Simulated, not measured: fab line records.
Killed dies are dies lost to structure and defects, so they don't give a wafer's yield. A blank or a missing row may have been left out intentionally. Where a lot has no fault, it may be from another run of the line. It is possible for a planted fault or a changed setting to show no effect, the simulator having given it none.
fab line records ; flow nandHarc
record: lots: 13; wafers: 39; lastDay: 24
route steps=1159 shown P_M1@308 THIN_TSV@1128 END@1159
lots that met no fault: from a run of the same line without faults
startH: the number of hours between the record's first day and the start of the first shown wafer of the lot ; waitH: time in hours since the lot's previous step ; " unchanged from the row above ; L1.1+2: several wafers, shown together as one row ; - no value, or no start was given ; * or withheld: withheld ; < > ~ a bound
route shown NAME@n: a module of which the file shows steps, and the number in the route of the first ; usual: mean/standard deviation of fault-free wafers ; same: alike in all rows ; chamber/n: place in a boat ; sites: each site's reading ; _std_site: standard deviation across them ; _edge_site: inner sites' mean taken away from outer sites' mean ; radiusMm: how far each site lies from the wafer's centre ; mask NAME#n: copy n ; behind: tool/chamber where the wafer was last shaped ; hold: why the lot was held/for how many hours/how that ended ; device: transistor that didn't switch, given as n, p or np ; end of line: the tests these same wafers got at the end of their route ; step lacking rows: just its recipe ; killed: dies that structure and defects cost at the first sort, which is not the same as the wafer's yield ; map: a wafer's dies, marking killed ones x, the rest . and places with no die _
set.NAME: the setting that was run; set.NAME@STEP: the one run at that earlier step ; model.NAME: the simulator's own value behind a step, which no gauge read
the route's steps for a sample of lots (tables are steps, rows are wafers)
services: when a tool's chamber went out of use (startH, in hours from the record's first day, below 0 if earlier), for how many hours, and the reason
== steps ==
step: NHARC_P_M1_PVD_21
recipe: targetThkA: 300; chamberPressurePa: 5; powerW: 5000; substrateTempC: 30; timeS: 20.49; material: Cu
usual: throttleValvePct: 30.4/1.1
lot.wafer;tool;chamber;startH;waitH;throttleValvePct
L309.2;pvdSputter-03;-;132.22;-;30.9
L309.5;pvdSputter-03;-;132.22;-;28.1
L309.6;pvdSputter-03;-;132.22;-;28.9
L308.3;pvdSputter-01;-;132.89;-;31.9
L308.2;pvdSputter-01;-;132.89;-;29.2
L308.5;pvdSputter-01;-;132.89;-;31.9
L310.1;pvdSputter-03;-;133.54;-;28.1
L310.2;pvdSputter-03;-;133.54;-;29.1
L310.6;pvdSputter-03;-;133.54;-;29.7
L311.4;pvdSputter-02;-;139.74;-;30.4
L311.3;pvdSputter-02;-;139.74;-;31.3
L311.2;pvdSputter-02;-;139.74;-;30.3
L313.2;pvdSputter-02;-;157.37;-;30.8
L313.4;pvdSputter-02;-;157.37;-;30.1
L313.3;pvdSputter-02;-;157.37;-;30.5
L314.2;pvdSputter-02;-;160.24;-;30.6
L314.1;pvdSputter-02;-;160.24;-;30.5
L314.6;pvdSputter-02;-;160.24;-;31.0
L315.2;pvdSputter-01;-;162.74;-;29.3
L315.3;pvdSputter-01;-;162.74;-;31.8
L315.5;pvdSputter-01;-;162.74;-;30.8
L316.2;pvdSputter-01;-;169.22;-;30.7
L316.3;pvdSputter-01;-;169.22;-;31.8
L316.5;pvdSputter-01;-;169.22;-;29.7
L317.3;pvdSputter-01;-;181.71;-;31.3
L317.2;pvdSputter-01;-;181.71;-;31.8
L317.4;pvdSputter-01;-;181.71;-;29.0
L323.1;pvdSputter-01;-;219.61;-;29.0
L323.3;pvdSputter-01;-;219.61;-;31.7
L323.2;pvdSputter-01;-;219.61;-;31.3
L328.2;pvdSputter-02;-;233.82;-;31.2
L328.3;pvdSputter-02;-;233.82;-;29.8
L328.6;pvdSputter-02;-;233.82;-;30.9
L331.4;pvdSputter-02;-;252.74;-;30.6
L331.2;pvdSputter-02;-;252.74;-;29.4
L331.1;pvdSputter-02;-;252.74;-;29.8
L330.2;pvdSputter-02;-;257.66;-;30.9
L330.3;pvdSputter-02;-;257.66;-;31.0
L330.6;pvdSputter-02;-;257.66;-;29.9
step: NHARC_THIN_TSV_PRE_CLEAN_50
recipe: timeS: 30; tempC: 280; gas: H2/He
usual: heaterPowerW: 427/50
lot.wafer;tool;chamber;startH;waitH;heaterPowerW
L311.4;pvdSputter-01;-;-;-;440
L311.3;pvdSputter-01;-;-;-;441
L311.2;pvdSputter-01;-;-;-;444
L308.3;pvdSputter-01;-;-;-;476
L308.2;pvdSputter-01;-;-;-;449
L308.5;pvdSputter-01;-;-;-;430
L309.2;pvdSputter-02;-;-;-;502
L309.6;pvdSputter-02;-;-;-;415
L309.5;pvdSputter-02;-;-;-;379
L310.2;pvdSputter-01;-;-;-;446
L310.1;pvdSputter-01;-;-;-;434
L310.6;pvdSputter-01;-;-;-;451
L315.2;pvdSputter-03;-;-;-;396
L315.3;pvdSputter-03;-;-;-;469
L315.5;pvdSputter-03;-;-;-;382
L314.2;pvdSputter-01;-;-;-;434
L314.1;pvdSputter-01;-;-;-;464
L314.6;pvdSputter-01;-;-;-;482
L313.3;pvdSputter-02;-;-;-;366
L313.2;pvdSputter-02;-;-;-;408
L313.4;pvdSputter-02;-;-;-;381
L317.2;pvdSputter-03;-;-;-;383
L317.3;pvdSputter-03;-;-;-;359
L317.4;pvdSputter-03;-;-;-;404
L316.2;pvdSputter-01;-;-;-;453
L316.3;pvdSputter-01;-;-;-;434
L316.5;pvdSputter-01;-;-;-;486
L323.2;pvdSputter-02;-;-;-;360
L323.1;pvdSputter-02;-;-;-;419
L323.3;pvdSputter-02;-;-;-;371
L328.3;pvdSputter-02;-;-;-;412
L328.2;pvdSputter-02;-;-;-;369
L328.6;pvdSputter-02;-;-;-;510
L331.4;pvdSputter-02;-;-;-;360
L331.2;pvdSputter-02;-;-;-;408
L331.1;pvdSputter-02;-;-;-;378
L330.2;pvdSputter-01;-;-;-;505
L330.3;pvdSputter-01;-;-;-;433
L330.6;pvdSputter-01;-;-;-;468
step: NHARC_THIN_TSV_PVD_19
recipe: targetThkA: 200; chamberPressurePa: 5; material: TaN
usual: throttleValvePct: 30.5/1.1
lot.wafer;tool;chamber;startH;waitH;throttleValvePct
L311.3;pvdSputter-01;-;-;-;31.1
L311.4;pvdSputter-01;-;-;-;31.7
L311.2;pvdSputter-01;-;-;-;31.5
L308.3;pvdSputter-01;-;-;-;29.7
L308.2;pvdSputter-01;-;-;-;31.6
L308.5;pvdSputter-01;-;-;-;30.0
L309.2;pvdSputter-02;-;-;-;31.0
L309.5;pvdSputter-02;-;-;-;30.3
L309.6;pvdSputter-02;-;-;-;31.1
L310.1;pvdSputter-01;-;-;-;29.9
L310.2;pvdSputter-01;-;-;-;31.3
L310.6;pvdSputter-01;-;-;-;31.5
L315.2;pvdSputter-03;-;-;-;31.2
L315.3;pvdSputter-03;-;-;-;28.4
L315.5;pvdSputter-03;-;-;-;31.2
L314.1;pvdSputter-01;-;-;-;30.1
L314.2;pvdSputter-01;-;-;-;31.4
L314.6;pvdSputter-01;-;-;-;31.6
L313.2;pvdSputter-02;-;-;-;30.4
L313.4;pvdSputter-02;-;-;-;30.9
L313.3;pvdSputter-02;-;-;-;29.9
L317.4;pvdSputter-03;-;-;-;28.7
L317.2;pvdSputter-03;-;-;-;29.1
L317.3;pvdSputter-03;-;-;-;28.2
L316.2;pvdSputter-01;-;-;-;31.5
L316.3;pvdSputter-01;-;-;-;30.1
L316.5;pvdSputter-01;-;-;-;31.5
L323.3;pvdSputter-02;-;-;-;31.9
L323.1;pvdSputter-02;-;-;-;30.1
L323.2;pvdSputter-02;-;-;-;31.1
L328.3;pvdSputter-02;-;-;-;30.2
L328.2;pvdSputter-02;-;-;-;30.9
L328.6;pvdSputter-02;-;-;-;30.8
L331.2;pvdSputter-02;-;-;-;31.9
L331.4;pvdSputter-02;-;-;-;30.0
L331.1;pvdSputter-02;-;-;-;30.9
L330.2;pvdSputter-01;-;-;-;31.8
L330.3;pvdSputter-01;-;-;-;31.4
L330.6;pvdSputter-01;-;-;-;31.9
step: NHARC_THIN_TSV_ANNEAL_52
recipe: tempC: 225; timeS: 90
usual: wafer_temp_C_max: 225.78/0.21
lot.wafer;tool;chamber;startH;waitH;wafer_temp_C_max
L311.2;rtpAnneal-01;0;444.87;0.7;225.99
L311.3;rtpAnneal-01;0;444.87;0.7;226.26
L311.4;rtpAnneal-01;0;444.87;0.7;225.77
L308.2;rtpAnneal-02;0;445.95;0.7;225.69
L308.3;rtpAnneal-02;0;445.95;0.7;225.93
L308.5;rtpAnneal-02;0;445.95;0.7;225.93
L309.2;rtpAnneal-02;0;447.11;0.7;225.54
L309.5;rtpAnneal-02;0;447.11;0.7;225.83
L309.6;rtpAnneal-02;0;447.11;0.7;225.87
L310.1;rtpAnneal-02;0;448.49;0.8;225.66
L310.2;rtpAnneal-02;0;448.49;0.8;225.62
L310.6;rtpAnneal-02;0;448.49;0.8;225.76
L315.2;rtpAnneal-01;0;469.53;0.7;225.87
L315.3;rtpAnneal-01;0;469.53;0.7;226.03
L315.5;rtpAnneal-01;0;469.53;0.7;225.86
L314.1;rtpAnneal-01;0;470.98;0.5;225.58
L314.2;rtpAnneal-01;0;470.98;0.5;225.63
L314.6;rtpAnneal-01;0;470.98;0.5;225.55
L313.2;rtpAnneal-01;0;478.74;0.7;225.83
L313.3;rtpAnneal-01;0;478.74;0.7;225.71
L313.4;rtpAnneal-01;0;478.74;0.7;226.12
L317.2;rtpAnneal-01;0;479.70;0.6;225.77
L317.3;rtpAnneal-01;0;479.70;0.6;226.25
L317.4;rtpAnneal-01;0;479.70;0.6;225.84
L316.2;rtpAnneal-02;0;485.70;0.7;225.89
L316.3;rtpAnneal-02;0;485.70;0.7;225.90
L316.5;rtpAnneal-02;0;485.70;0.7;225.31
L323.1;rtpAnneal-01;0;533.67;0.6;225.68
L323.2;rtpAnneal-01;0;533.67;0.6;225.69
L323.3;rtpAnneal-01;0;533.67;0.6;225.82
L328.2;rtpAnneal-02;0;555.56;0.8;225.62
L328.3;rtpAnneal-02;0;555.56;0.8;225.75
L328.6;rtpAnneal-02;0;555.56;0.8;225.67
L331.1;rtpAnneal-02;0;563.88;0.6;225.97
L331.2;rtpAnneal-02;0;563.88;0.6;225.66
L331.4;rtpAnneal-02;0;563.88;0.6;225.68
L330.2;rtpAnneal-02;0;566.31;0.6;225.91
L330.3;rtpAnneal-02;0;566.31;0.6;226.21
L330.6;rtpAnneal-02;0;566.31;0.6;226.00
step: NHARC_END_SORT_01
recipe: tempC: 25
usual: defectLimitedYield: 95.0/1.7; killedAtArray: 29/12; killedAtOther: 0.7/1; killedAtPeriphery: 4/3.2; killedDies: 34/12; killedOpen: 3.4/2; killedShort: 1.8/1.3; sort_bin_2_pct: 1.6/0.7; sort_bin_3_pct: 0.26/0.23; sort_bin_4_pct: 3.1/1.1; sortNPass: 643/12; sortRimYieldPct: 96.4/2.6; sortYieldPct: 95.0/1.7
same: grossDies: 677; sort_bin_5_pct[%]: 0; sort_bin_6_pct[%]: 0; sort_bin_7_pct[%]: 0; sort_bin_8_pct[%]: 0; sortRimNGross: 106.00
lot.wafer;tool;chamber;startH;waitH;defectLimitedYield[%];killedAtArray;killedAtOther;killedAtPeriphery;killedDies;killedOpen;killedShort;sort_bin_2_pct[%];sort_bin_3_pct[%];sort_bin_4_pct[%];sortNPass;sortRimYieldPct[%];sortYieldPct[%]
L323.1;prober-02;0;544.54;2.5;83.8;25;1;84;110;3;0;7.1;5.32;3.8;567;78.3;83.8
L323.2;prober-02;0;545.34;2.8;93.5;41;0;3;44;7;2;1.8;0.15;4.6;633;97.2;93.5
L323.3;prober-02;0;546.14;3.1;93.5;38;0;6;44;4;3;3.0;0;3.5;633;88.7;93.5
killed by level:class
L323.1 P_M1:unspecified=84 A_CHANNEL_HOLE_D1:chamberFilmFlake=8 A_STAIRCASE:chamberFilmFlake=6 A_CONTACT:chamberFilmFlake=5 A_SLIT:chamberFilmFlake=3 A_CONTACT:geometricParticle:open=2 A_WL_FILL:geometricParticle:open=1 THIN_TSV:chamberFilmFlake=1
L323.2 A_CHANNEL_HOLE_D1:chamberFilmFlake=21 A_CONTACT:chamberFilmFlake=7 A_STAIRCASE:chamberFilmFlake=5 A_WL_FILL:geometricParticle:short=2 A_BLC:geometricParticle:open=2 P_STI:chamberFilmFlake=2 P_M2:geometricParticle:open=1 A_SOURCE_PLATE:geometricParticle:open=1
L323.3 A_CHANNEL_HOLE_D1:chamberFilmFlake=17 A_CONTACT:chamberFilmFlake=9 P_CONTACT:chamberFilmFlake=4 A_STAIRCASE:chamberFilmFlake=4 A_SLIT:chamberFilmFlake=3 A_SLIT:geometricParticle:open=2 P_M0:geometricParticle:open=1 P_M2:geometricParticle:open=1
== services ==
tool;chamber;startH;hours;kind
pvdSputter-02;-;128.88;6.6;repair
pvdSputter-01;-;171.17;10.0;pm
pvdSputter-03;-;185.58;1.2;repair
pvdSputter-03;-;204.83;6.3;repair
pvdSputter-02;-;214.24;10.0;pm
pvdSputter-03;-;280.00;10.0;pm
pvdSputter-02;-;282.98;8.9;repair
rtpAnneal-02;-;300.28;12.0;pm
pvdSputter-01;-;349.17;10.0;pm
pvdSputter-01;-;364.10;4.4;repair
pvdSputter-02;-;392.24;10.0;pm
pvdSputter-03;-;444.97;5.4;repair
pvdSputter-03;-;458.00;10.0;pm
pvdSputter-01;-;472.80;9.2;repair
pvdSputter-02;-;499.27;7.8;repair
pvdSputter-03;-;515.57;6.9;repair
pvdSputter-02;-;519.67;3.2;repair
pvdSputter-01;-;527.17;10.0;pm
== key ==
firstSign: step: NHARC_END_SORT_01; reading: killedAtPeriphery; direction: up; sigmas: 25; usual: 4; struck: 84
effect: step: NHARC_END_SORT_01; reading: killedDies; direction: up; sigmas: 6.5; usual: 34; struck: 110
moreKillsBornAt: NHARC_P_M1_PVD_21@pvdSputter-01: 84
metAt NHARC_P_M1_PVD_21
struckLots L323
struckWafers L323.1
notActingAt NHARC_THIN_TSV_PRE_CLEAN_50,NHARC_THIN_TSV_PVD_19,NHARC_THIN_TSV_ANNEAL_52
onsetBetween 181.71 219.61
fault: kind: chamberParticleSource; tool: pvdSputter-01; chamber: -; onsetH: 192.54; steps: NHARC_P_M1_PVD_21; ratePerVisitCm2: 1.4126; endH: 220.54; scope: struckWafersOnly
